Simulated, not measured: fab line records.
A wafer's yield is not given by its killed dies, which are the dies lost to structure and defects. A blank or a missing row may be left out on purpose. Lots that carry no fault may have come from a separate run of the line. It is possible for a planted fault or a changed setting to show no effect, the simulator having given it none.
A lot that was struck, set against a sound lot ; flow n5 finfet ; 36 out of 1938 route steps
Sound: these wafers, L650.2, L650.5, L650.6. Struck: wafer L641.2 (left out: L641.5, L641.6 of the same lot, which were not struck); the cause appears at the end.
For every step that has rows: the tool of each side, followed by ch and its chambers, followed by its first start. Under that, the readings that differ: sound wafers ; struck wafers ; difference of the means ; sigmas: that difference in standard deviations of wafers without a fault.
alike: readings with means less than 2 such deviations apart, plus words and numbers identical on both sides. not compared: withheld readings, readings lacking a value on some wafer, bounds such as >300 that could conceal the same value, and numbers that have no deviation in the record and whose values overlap.
The two part at a step that has a row with sigmas, a row that says differs or no value, or rows on one side only. Numbers that have no deviation but don't overlap get no sigmas and don't part them. Lack of a reading on every wafer of one side parts them only where that side has two or more wafers.

first, 9 steps without rows for these wafers: N5_PMOS_HMC_CHANNEL_EPI_EPI_26 (deposits Si from SiH4/H2, target thk 3.8 nm, time 22.7 s); N5_FIN_SAQP_PRECLEAN_42 (cleans in O3/DIW, time 60 s); N5_FIN_SAQP_PRECLEAN_00 (cleans in SC1, time 60 s); N5_FIN_SAQP_PRECLEAN_44 (cleans in SC2, time 45 s); N5_FIN_SAQP_SRD_01 (time 30 s); N5_FIN_SAQP_ALD_61 (deposits SiO2, target thk 4 nm, pulse time 1 s, purge time 2 s); N5_FIN_SAQP_DENSIFY_62 (time 60 s); N5_FIN_SAQP_HM_DEP_03 (deposits SiNx from SiH4/NH3/N2, target thk 38 nm, time 33.6 s); N5_FIN_SAQP_PECVD_47 (deposits a-Si from SiH4/He, target thk 45 nm, time 36.3 s).
N5_FIN_SAQP_PECVD_48: deposits SiNx from SiH4/NH3/N2, target thk 25 nm, time 22.1 s.
  sound on pecvd-01 ch 0,2, day 7 03:37; struck on pecvd-01 ch 0, day 4 21:31
reading;sound;struck;difference;sigmas
model.SiNx_of_FIN_SAQP_PECVD_48.thk nm (nm);24.6 24.98 24.77;27.43;+2.65;
  alike: heater power w, showerhead plenum p Torr, susceptor temp C, throttle valve pct
then, 24 steps without rows for these wafers: N5_FIN_SAQP_PECVD_06 (deposits a-Si from SiH4/He, target thk 60 nm, time 48.1 s); N5_FIN_SAQP_HM_DEP_72 (deposits SiO2 from SiH4/N2O, target thk 12 nm, time 7.2 s); N5_FIN_SAQP_COAT_49 (time 60 s, resist thk 100 nm); N5_FIN_SAQP_COAT_50 (time 60 s, resist thk 35 nm); N5_FIN_SAQP_COAT_10 (resist thk 90 nm); N5_FIN_SAQP_EBR_12; N5_FIN_SAQP_SOFTBAKE_11 (time 60 s); N5_FIN_SAQP_EXPOSE_13 (exposes mask FIN CORE, target cd 35.6 nm); N5_FIN_SAQP_PEB_14 (peb time 60 s); N5_FIN_SAQP_DEVELOP_15 (develop time 30 s); N5_FIN_SAQP_DESCUM_21 (chemistry O2, time 7.9 s); N5_FIN_SAQP_ETCH_51 (etches SiARC in CF4, target depth 45.5 nm, time 75.8 s); N5_FIN_SAQP_ETCH_52 (etches SOC in N2/H2, target depth 100 nm, overetch 20 nm, time 150 s); N5_FIN_SAQP_STRIP_53 (strips in N2/H2); N5_FIN_SAQP_HM_OPEN_73 (chemistry CHF3/O2, target SiO2, stops on a-Si, target depth 12 nm, time 16.8 s); N5_FIN_SAQP_STRIP_74 (strips in CHF3/O2); N5_FIN_SAQP_MANDREL_ETCH_22 (etches a-Si in HBr/Cl2, stops on SiNx, target depth 60 nm, bt time 10 s, time 30 s); N5_FIN_SAQP_STRIP_55 (strips in N2/H2); N5_FIN_SAQP_STRIP_23 (strips in SPM, time 750 s); N5_FIN_SAQP_SRD_66 (time 30 s); N5_FIN_SAQP_RECESS_75 (chemistry HF/NH3, target SiO2, target depth 14.4 nm, afs cycles 3, sublimation time 60 s); N5_FIN_SAQP_SPACER1_ALD_24 (deposits SiO2, target thk 20.3 nm, pulse time 1 s, purge time 2 s); N5_FIN_SAQP_SPACER1_ETCHBACK_25 (etches SiO2 in CHF3/O2, target depth 24.4 nm, time 12.2 s); N5_FIN_SAQP_MANDREL1_REMOVE_56 (chemistry HBr/Cl2/O2, target a-Si, stops on SiNx, bt time 10 s).
N5_FIN_SAQP_ETCH_57: etches SiNx in CH3F/O2, target depth 32.5 nm, time 46.4 s.
  sound on rie diel-04 ch 0,2,3, day 7 06:39; struck on rie diel-06 ch 3, day 5 01:54
reading;sound;struck;difference;sigmas
etch rf on time s (s);46.8 45.0 45.2;51.0;+5.3;+4
model.etch.depth nm (nm);24.6 24.98 24.62;27.43;+2.70;
  alike: drypump motor current A, oes product au, rf vpp V, showerhead plenum p Torr, throttle valve pct
  not compared: rf hours counter h
-- here the record skips 6 days between the struck wafers' starts before and after, leaving off in module FIN_SAQP and picking up in module BEOL_M4 (first step shown: number 1111 of the route) --
N5_BEOL_M4_RC_MEAS_101:
  sound on prober-02 ch 0, day 13 22:26; struck on prober-01 ch 0, day 11 13:13
  alike: DIBL_N, DIBL_P, IOFF_N, IOFF_P, ION_N, ION_P, SS_N, SS_P, VT_N, VT_P

## WHERE THEY PART
Only at N5_FIN_SAQP_ETCH_57, as far as this record shows. Later steps at which nothing parts them and some readings are alike: N5_BEOL_M4_RC_MEAS_101.

WHY: whatever the simulator had introduced
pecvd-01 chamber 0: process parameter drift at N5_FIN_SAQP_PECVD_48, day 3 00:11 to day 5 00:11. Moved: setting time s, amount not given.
